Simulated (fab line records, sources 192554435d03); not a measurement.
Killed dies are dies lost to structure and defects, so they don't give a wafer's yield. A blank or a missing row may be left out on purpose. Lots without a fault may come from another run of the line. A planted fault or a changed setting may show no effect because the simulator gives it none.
Chamber matching | flow n5_finfet | N5_FIN_CUT_ETCH_20 on rie_diel-05: 4 sister chambers
The step etches SiARC in CF4, target depth 26 nm, time 43.3 s. 16 wafers are shown with their chamber, then 8 later ones without.

WAFERS WITH THEIR CHAMBER
wafer  | chamber | drypump_motor_current_A (A) | showerhead_plenum_p_Torr (Torr) | throttle_valve_pct (%)
L076.1 | 3       | 5.1                         | 2.13                            | 15.29
L076.4 | 2       | 6.0                         | 2.24                            | 15.90
L076.5 | 0       | 5.8                         | 2.13                            | 15.82
L080.1 | 2       | 6.0                         | 2.24                            | 15.94
L080.4 | 3       | 5.1                         | 2.13                            | 15.31
L080.6 | 3       | 5.2                         | 2.13                            | 15.30
L081.1 | 2       | 6.0                         | 2.24                            | 15.94
L081.3 | 3       | 5.1                         | 2.13                            | 15.30
L081.4 | 0       | 5.8                         | 2.12                            | 15.84
L084.1 | 0       | 5.8                         | 2.12                            | 15.88
L084.4 | 3       | 5.2                         | 2.12                            | 15.32
L084.6 | 0       | 5.8                         | 2.12                            | 15.87
L093.1 | 1       | 5.7                         | 2.20                            | 15.65
L093.4 | 3       | 5.1                         | 2.12                            | 15.34
L093.6 | 0       | 5.8                         | 2.12                            | 15.91
L094.1 | 2       | 6.0                         | 2.23                            | 15.98

SIGNATURES (means of the wafers above)
reading                  | chamber 0 | chamber 1 | chamber 2 | chamber 3 | scatter within a chamber
drypump_motor_current_A  | 5.800     | 5.700     | 6.000     | 5.133     | 0.0333
showerhead_plenum_p_Torr | 2.1220    | 2.2000    | 2.2375    | 2.1267    | 0.0049
throttle_valve_pct       | 15.8640   | 15.6500   | 15.9400   | 15.3100   | 0.0285
Rule: a wafer's distance from a chamber is the root of the sum, over the readings, of the square of ((its reading less the chamber's mean) divided by the reading's scatter). The wafer belongs to the nearest chamber; if the next one is less than 2 further off, it can't be placed. The scatter: the root of (the sum of the squares of (reading less its chamber's mean) over the shown wafers, divided by (wafers less chambers)).

WAFERS WITHOUT THEIR CHAMBER
wafer  | drypump_motor_current_A (A) | showerhead_plenum_p_Torr (Torr) | throttle_valve_pct (%)
L094.2 | 5.8                         | 2.12                            | 15.89
L094.5 | 5.8                         | 2.12                            | 15.91
L095.2 | 5.6                         | 2.20                            | 15.65
L095.5 | 5.1                         | 2.12                            | 15.33
L095.6 | 5.8                         | 2.12                            | 15.91
L096.2 | 5.6                         | 2.20                            | 15.64
L096.4 | 5.8                         | 2.12                            | 15.91
L096.5 | 5.6                         | 2.20                            | 15.64

WHICH CHAMBER EACH WENT THROUGH
wafer  | from the rows above | in truth
L094.2 | 0                   | 0
L094.5 | 0                   | 0
L095.2 | 1                   | 1
L095.5 | 3                   | 3
L095.6 | 0                   | 0
L096.2 | 1                   | 1
L096.4 | 0                   | 0
L096.5 | 1                   | 1
Placed correctly: 8 of 8. Can't be placed from these rows: 0. Placed wrongly: 0.
